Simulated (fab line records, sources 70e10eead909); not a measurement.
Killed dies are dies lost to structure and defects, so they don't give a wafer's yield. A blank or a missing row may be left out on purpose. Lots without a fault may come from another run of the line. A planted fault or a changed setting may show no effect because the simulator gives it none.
Which tool did it? | flow nand_harc | 11 lots, 33 wafers sampled, at 6 steps of a route of 1159

WHAT THE GAUGES READ, wafer by wafer
NHARC_P_GATE_CD_MEAS_26: target cd 120 nm. Usual: cd_nm 120.0 nm, standard deviation 0.74.
lot  | measured    | on        | cd_nm (nm)        | flag
L720 | day 4 13:20 | cd_sem-02 | 120.3 120.8 121.4 |
L723 | day 5 02:46 | cd_sem-01 | 119.3 120.5 119.6 |
L726 | day 6 09:59 | cd_sem-03 | 119.1 120.3 119.8 |
L728 | day 6 15:50 | cd_sem-01 | 120.2 120.6 120.6 |
L729 | day 7 02:38 | cd_sem-01 | 118.9 119.4 119.2 |
L732 | day 7 22:56 | cd_sem-02 | 119.8 119.0 119.4 |
L734 | day 7 22:18 | cd_sem-02 | 120.8 120.5 120.3 |
L736 | day 8 11:10 | cd_sem-01 | 120.9 119.4 120.4 |
L737 | day 8 23:22 | cd_sem-03 | 122.3 120.3 118.5 |
L738 | day 9 04:31 | cd_sem-01 | 120.9 120.2 124.6 |
L739 | day 9 03:56 | cd_sem-03 | 119.7 119.2 123.4 |

NHARC_END_SORT_01. Usual: killed_at_array 29, standard deviation 11; killed_at_other 0.5, standard deviation 0.89; killed_at_periphery 3.3, standard deviation 2; killed_dies 32, standard deviation 11; killed_open 3.1, standard deviation 1.9; killed_short 2.3, standard deviation 1.6.
lot  | measured     | on        | killed_at_array | killed_at_other | killed_at_periphery | killed_dies | killed_open | killed_short | flag
L739 | day 23 20:13 | prober-02 | 44 57           | 1 0             | 2 2                 | 47 59       | 3 9         | 3 1          |

WHICH TOOL RAN EACH LOT (tool, then ch and the chambers of the sampled wafers, then the start)
lot  | NHARC_P_STI_ETCH_31                          | NHARC_P_GATE_DESCUM_13            | NHARC_P_GATE_PEB_24              | NHARC_P_GATE_HM_OPEN_105
L720 | rie_diel-12 ch 0,1,3, day 3 21:14 or earlier | rie_diel-13 ch 0,1,3, day 3 21:14 | litho_track-04 ch 0, day 4 13:15 | rie_diel-05 ch 0,1,3, no start
L723 | rie_diel-10 ch 0,1,3, day 4 13:22 or earlier | rie_diel-05 ch 1,2, day 4 13:22   | litho_track-06 ch 0, day 5 02:41 | rie_diel-13 ch 0,1,3, no start
L726 | rie_diel-12 ch 1,2,3, day 5 16:23 or earlier | rie_diel-13 ch 0,2,3, day 5 16:23 | litho_track-06 ch 0, day 6 09:54 | rie_diel-13 ch 1,2,3, no start
L728 | rie_diel-10 ch 1,2,3, day 6 01:23 or earlier | rie_diel-05 ch 2,3, day 6 01:23   | litho_track-04 ch 0, day 6 15:46 | rie_diel-05 ch 0,2,3, no start
L729 | rie_diel-12 ch 2,3, day 6 12:26 or earlier   | rie_diel-07 ch 0,3, day 6 12:26   | litho_track-06 ch 0, day 7 02:34 | rie_diel-13 ch 2,3, no start
L732 | rie_diel-10 ch 0,1, day 7 07:29 or earlier   | rie_diel-05 ch 0,3, day 7 07:29   | litho_track-06 ch 0, day 7 22:52 | rie_diel-13 ch 0,2,3, no start
L734 | rie_diel-06 ch 0,3, day 7 07:35 or earlier   | rie_diel-05 ch 0,2,3, day 7 07:35 | litho_track-04 ch 0, day 7 22:13 | rie_diel-13 ch 0,1,3, no start
L736 | rie_diel-10 ch 1,2,3, day 7 20:49 or earlier | rie_diel-07 ch 0,2,3, day 7 20:49 | litho_track-04 ch 0, day 8 11:05 | rie_diel-07 ch 1,2, no start
L737 | rie_diel-06 ch 0,1,3, day 8 07:12 or earlier | rie_diel-05 ch 0,2,3, day 8 07:12 | litho_track-06 ch 0, day 8 23:17 | rie_diel-05 ch 0,1,3, no start
L738 | rie_diel-10 ch 0,3, day 8 13:47 or earlier   | rie_diel-05 ch 0,2, day 8 13:47   | litho_track-06 ch 0, day 9 04:26 | rie_diel-05 ch 2,3, no start
L739 | rie_diel-06 ch 0,1,3, day 8 13:58 or earlier | rie_diel-13 ch 1,2,3, day 8 13:58 | litho_track-06 ch 0, day 9 03:52 | rie_diel-05 ch 1,3, day 23 20:13 or earlier
- NHARC_P_STI_ETCH_31: etches the open film in CF4/CHF3, target depth 108.9 nm, time 54.5 s.
- NHARC_P_GATE_DESCUM_13: chemistry O2, time 3 s.
- NHARC_P_GATE_PEB_24: peb time 65 s.
- NHARC_P_GATE_HM_OPEN_105: chemistry O2/COS, target depth 360 nm.

WHAT THE TOOLS THEMSELVES READ (means of the sampled wafers that have a number; where no wafer has one, the mark that the record gives instead)
NHARC_P_STI_ETCH_31. Usual: drypump_motor_current_A 5.6 A, standard deviation 0.35; oes_product_au 0.961 a.u., standard deviation 0.02; rf_vpp_V 371.0 V, standard deviation 2.3; showerhead_plenum_p_Torr 1.58 Torr, standard deviation 0.068; throttle_valve_pct 16.802 %, standard deviation 0.0083.
lot  | tool        | drypump_motor_current_A (A) | oes_product_au (a.u.) | rf_vpp_V (V) | showerhead_plenum_p_Torr (Torr) | throttle_valve_pct (%) | flag
L720 | rie_diel-12 | 6.0                         | 0.976                 | 372.1        | 1.62                            | 16.802                 |
L723 | rie_diel-10 | 5.5                         | 0.954                 | 371.1        | 1.58                            | 16.804                 |
L726 | rie_diel-12 | 5.6                         | 0.961                 | 370.8        | 1.59                            | 16.799                 |
L728 | rie_diel-10 | 5.4                         | 0.946                 | 369.4        | 1.54                            | 16.806                 |
L729 | rie_diel-12 | 5.4                         | 0.974                 | 372.1        | 1.61                            | 16.808                 |
L732 | rie_diel-10 | 5.6                         | 0.932                 | 369.5        | 1.56                            | 16.791                 |
L734 | rie_diel-06 | 5.6                         | 0.964                 | 371.6        | 1.60                            | 16.809                 |
L736 | rie_diel-10 | 5.4                         | 0.960                 | 369.3        | 1.54                            | 16.797                 |
L737 | rie_diel-06 | 5.6                         | 0.978                 | 370.3        | 1.58                            | 16.797                 |
L738 | rie_diel-10 | 5.7                         | 0.970                 | 372.8        | 1.60                            | 16.802                 |
L739 | rie_diel-06 | 5.6                         | 0.936                 | 370.9        | 1.58                            | 16.795                 |

NHARC_P_GATE_DESCUM_13. Usual: drypump_motor_current_A 5.7 A, standard deviation 0.39; oes_product_au 1.004 a.u., standard deviation 0.013; rf_vpp_V 58.0 V, standard deviation 0.93; showerhead_plenum_p_Torr 1.95 Torr, standard deviation 0.078; throttle_valve_pct 11.312 %, standard deviation 0.0089.
lot  | tool        | drypump_motor_current_A (A) | oes_product_au (a.u.) | rf_vpp_V (V) | showerhead_plenum_p_Torr (Torr) | throttle_valve_pct (%) | flag
L720 | rie_diel-13 | 5.6                         | 1.004                 | 57.4         | 1.95                            | 11.317                 |
L723 | rie_diel-05 | 5.6                         | 1.010                 | 57.8         | 1.93                            | 11.311                 |
L726 | rie_diel-13 | 5.7                         | 1.002                 | 58.8         | 2.05                            | 11.321                 |
L728 | rie_diel-05 | 6.1                         | 1.020                 | 57.4         | 1.86                            | 11.310                 |
L729 | rie_diel-07 | 6.1                         | 1.011                 | 58.0         | 1.93                            | 11.312                 |
L732 | rie_diel-05 | 5.4                         | 1.012                 | 57.7         | 1.93                            | 11.309                 |
L734 | rie_diel-05 | 5.7                         | 1.014                 | 57.8         | 1.90                            | 11.313                 |
L736 | rie_diel-07 | 6.0                         | 1.015                 | 58.1         | 1.93                            | 11.315                 |
L737 | rie_diel-05 | 5.7                         | 0.999                 | 58.5         | 1.90                            | 11.311                 |
L738 | rie_diel-05 | 6.1                         | 1.001                 | 57.4         | 1.87                            | 11.313                 |
L739 | rie_diel-13 | 5.7                         | 0.990                 | 58.5         | 2.03                            | 11.313                 |

NHARC_P_GATE_PEB_24. Usual: exhaust_pa 45.1 Pa, standard deviation 0.79; heater_power_total_W 156.6 W, standard deviation 0.4; plate_temp_C 100.04 C, standard deviation 0.13.
lot  | tool           | exhaust_pa (Pa) | heater_power_total_W (W) | plate_temp_C (C) | flag
L720 | litho_track-04 | 45.4            | 156.4                    | 99.78            |
L723 | litho_track-06 | 45.4            | 156.7                    | 100.12           |
L726 | litho_track-06 | 45.7            | 157.1                    | 100.03           |
L728 | litho_track-04 | 44.5            | 156.3                    | 100.05           |
L729 | litho_track-06 | 45.1            | 156.3                    | 100.22           |
L732 | litho_track-06 | 45.5            | 156.5                    | 100.04           |
L734 | litho_track-04 | 44.7            | 156.4                    | 100.13           |
L736 | litho_track-04 | 44.9            | 156.8                    | 100.09           |
L737 | litho_track-06 | 45.4            | 160.2                    | 99.98            | OFF
L738 | litho_track-06 | 45.0            | 160.3                    | 100.05           | OFF
L739 | litho_track-06 | 44.6            | 159.8                    | 100.03           | OFF

NHARC_P_GATE_HM_OPEN_105. Usual: drypump_motor_current_A 5.8 A, standard deviation 0.37; oes_product_au 1.002 a.u., standard deviation 0.012; rf_vpp_V 468.3 V, standard deviation 2.4; showerhead_plenum_p_Torr 3.18 Torr, standard deviation 0.11; throttle_valve_pct 28.330 %, standard deviation 0.009.
lot  | tool        | drypump_motor_current_A (A) | oes_product_au (a.u.) | rf_vpp_V (V) | showerhead_plenum_p_Torr (Torr) | throttle_valve_pct (%) | flag
L720 | rie_diel-05 | 5.3                         | 1.004                 | 468.6        | 3.18                            | 28.326                 |
L723 | rie_diel-13 | 5.6                         | 1.008                 | 467.1        | 3.17                            | 28.328                 |
L726 | rie_diel-13 | 5.8                         | 0.994                 | 470.9        | 3.31                            | 28.324                 |
L728 | rie_diel-05 | 5.7                         | 1.011                 | 467.0        | 3.10                            | 28.324                 |
L729 | rie_diel-13 | 5.9                         | 1.003                 | 470.3        | 3.31                            | 28.336                 |
L732 | rie_diel-13 | 5.7                         | 1.005                 | 470.6        | 3.32                            | 28.344                 |
L734 | rie_diel-13 | 5.6                         | 1.002                 | 471.2        | 3.32                            | 28.328                 |
L736 | rie_diel-07 | 6.0                         | 0.991                 | 467.1        | 3.15                            | 28.329                 |
L737 | rie_diel-05 | 5.3                         | 0.989                 | 468.3        | 3.17                            | 28.330                 |
L738 | rie_diel-05 | 5.7                         | 1.007                 | 466.4        | 3.07                            | 28.323                 |
L739 | rie_diel-05 | 5.3                         | 1.004                 | 468.2        | 3.18                            | 28.326                 |

THE ANSWER, worked out from the rows above alone
Rule: a lot is off if the mean of its wafers that have a number lies more than 3 standard deviations from the usual mean. A lot without any number at a reading at which 4 lots or more have one is off too. The other lots that the step has rows for count as sound. The gauges are gone through in route order, then the tools' own readings, and for those a lot's mean is taken as printed above. The first step at which some lot is off is used, and at that step the reading that is off furthest; a lot without a number counts as furthest.
Off: L737, L738, L739, at NHARC_P_GATE_PEB_24 (heater_power_total_W).
A tool fits if, at that step or a process step before it, it ran every lot that is off, and no sound lot after the first of them. NHARC_P_STI_ETCH_31 gives no start for some lots, so the hours and the order of its lots are those of NHARC_P_GATE_DESCUM_13. One fits: litho_track-06 at NHARC_P_GATE_PEB_24. Its last sound lot is L732 (day 7 22:52), its first lot that is off L737 (day 8 23:17): a fault that began between those two fits.
The tool's own readings at NHARC_P_GATE_PEB_24 bear it out: on the lots that are off they differ by more than 5 times the standard deviation of the sound lots' means. heater_power_total_W reads 160.1 W there against 156.6 W on the sound lots.

WHAT THE SIMULATOR HAD PUT IN
Process parameter drift: litho_track-06, from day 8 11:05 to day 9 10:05, at NHARC_P_GATE_PEB_24. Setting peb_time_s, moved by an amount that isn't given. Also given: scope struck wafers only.
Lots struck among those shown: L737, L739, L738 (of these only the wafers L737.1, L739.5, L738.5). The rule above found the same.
